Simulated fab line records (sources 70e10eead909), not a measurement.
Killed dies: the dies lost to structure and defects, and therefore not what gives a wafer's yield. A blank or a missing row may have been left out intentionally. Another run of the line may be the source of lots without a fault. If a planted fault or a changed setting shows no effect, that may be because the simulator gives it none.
8D (eight disciplines) problem report, filled in by code :: flow nand-harc :: the parts of the form that need people (team, actions taken, sign-off) are left out

1. PROBLEM STATEMENT
killed-at-other at NHARC_END_SORT_01 reads a mean of 103.0 on 2 wafers of 2 lots; wafers without a fault read 0.6 with a standard deviation of 1.1. Measured from the usual mean, that is +93 standard deviations.
Seen first at day 33 21:22 on prober-02, wafer L544.3. Wafers with a number at this step in the record: 27, from 9 lots. By rule, "out" or "out of limits" means more than 4 standard deviations away from the usual mean. The rest of the wafers with a number are treated as sound.

2. WHAT IT IS; WHAT IT IS NOT
question: which readings at this step
is: killed-at-other, defect-limited-yield, killed-dies, sort_bin_2_pct, sort_bin_3_pct, sort-n-pass, sort-yield-pct
is not: killed-at-array, killed-at-periphery, killed-open, killed-short, sort-rim-yield-pct

question: which lots
is: L543, L544
is not: L523, L525, L527, L531, L535, L541, L545

question: which wafers of those lots
is: L543.2, L544.3
is not: L543.1, L543.5, L544.1, L544.2

question: read on which gauges
is: prober-01, prober-02
is not: -

question: when
is: from day 33 21:22
is not: up to then (20 sound wafers); but 5 sound wafers of L543, L545 came after

3. THE SUSPECTS, EACH WITH WHAT RULES IT OUT
Counting: if a tool at a process step up to the reading ran every lot that is out, it stays a suspect. Sound lots after the first of them don't rule it out here, since some wafers of a struck lot are sound.
- the gauge at NHARC_END_SORT_01: ruled out. The wafers that are out were read on 2 gauges (prober-01, prober-02).
- pvd-sputter-03 at NHARC_A_BONDPAD_PRE_CLEAN_26 (time 30 s): kept. It processed each lot that is out (first: L544, day 32 17:41); up to then, its last sound lot is L535 (day 29 03:33). Because NHARC_A_BONDPAD_PRE_CLEAN_26 lacks a start for some lots, the hours and order of its lots are taken from NHARC_HYBRID_BOND_OVL_MEAS_05.
- pecvd-02 at NHARC_THIN_TSV_DEP_47 (deposits SiO2, target thk 200 nm): kept. It processed each lot that is out (first: L544, day 32 22:09); up to then, its last sound lot is L531 (day 27 15:04).
- pecvd-02, NHARC_THIN_TSV_DEP_47: wafers that are out in chamber 2, sound lot-mates in chambers 0, 1.
Left after counting: pvd-sputter-03 at NHARC_A_BONDPAD_PRE_CLEAN_26, pecvd-02 at NHARC_THIN_TSV_DEP_47.

4. THE CAUSE (what the simulator had put in)
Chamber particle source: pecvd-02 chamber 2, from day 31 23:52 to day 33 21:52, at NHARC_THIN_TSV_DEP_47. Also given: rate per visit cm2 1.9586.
Of the 2 suspects that counting leaves, this tool is one.

5. THE EFFECT CHAIN, in route order
Each row: a reading whose mean over the struck wafers that have a number lies more than 3 standard deviations from the usual. Only readings for which the record gives a usual standard deviation are gone through. hours: the time from each lot's start at the first step in this table that gives one to its start at this step, as a median over the lots. sigmas: the change in usual standard deviations.
hours: 0
step: NHARC_END_SORT_01
reading: defect-limited-yield
usual: 92.9 %
on struck wafers: 79.2
change: -13.7
sigmas: -5.7

hours: 0
step: NHARC_END_SORT_01
reading: killed-at-other
usual: 0.6
on struck wafers: 103.0
change: +102.4
sigmas: +93

hours: 0
step: NHARC_END_SORT_01
reading: killed-dies
usual: 48
on struck wafers: 141
change: +93
sigmas: +5.8

hours: 0
step: NHARC_END_SORT_01
reading: sort_bin_2_pct
usual: 2.6 %
on struck wafers: 8.4
change: +5.8
sigmas: +5.8

hours: 0
step: NHARC_END_SORT_01
reading: sort_bin_3_pct
usual: 0.6 %
on struck wafers: 6.0
change: +5.4
sigmas: +14

hours: 0
step: NHARC_END_SORT_01
reading: sort-n-pass
usual: 629
on struck wafers: 536
change: -93
sigmas: -5.8

hours: 0
step: NHARC_END_SORT_01
reading: sort-yield-pct
usual: 92.9 %
on struck wafers: 79.2
change: -13.7
sigmas: -5.7

6. WHAT WOULD HAVE CAUGHT IT SOONER
Counted from the fault's start at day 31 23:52, it took 46 hours until the first out-of-limits reading at a measuring or inspecting step in this record, taken at day 33 21:22.
No tool reading at NHARC_THIN_TSV_DEP_47 that has a usual standard deviation in the record was out on any struck wafer, so an alarm limit of 4 standard deviations on those readings would not have fired.
Lots out: 2; all had begun NHARC_THIN_TSV_DEP_47 on pecvd-02 by day 33 21:22. A hold on the tool at that time would have spared none of them.
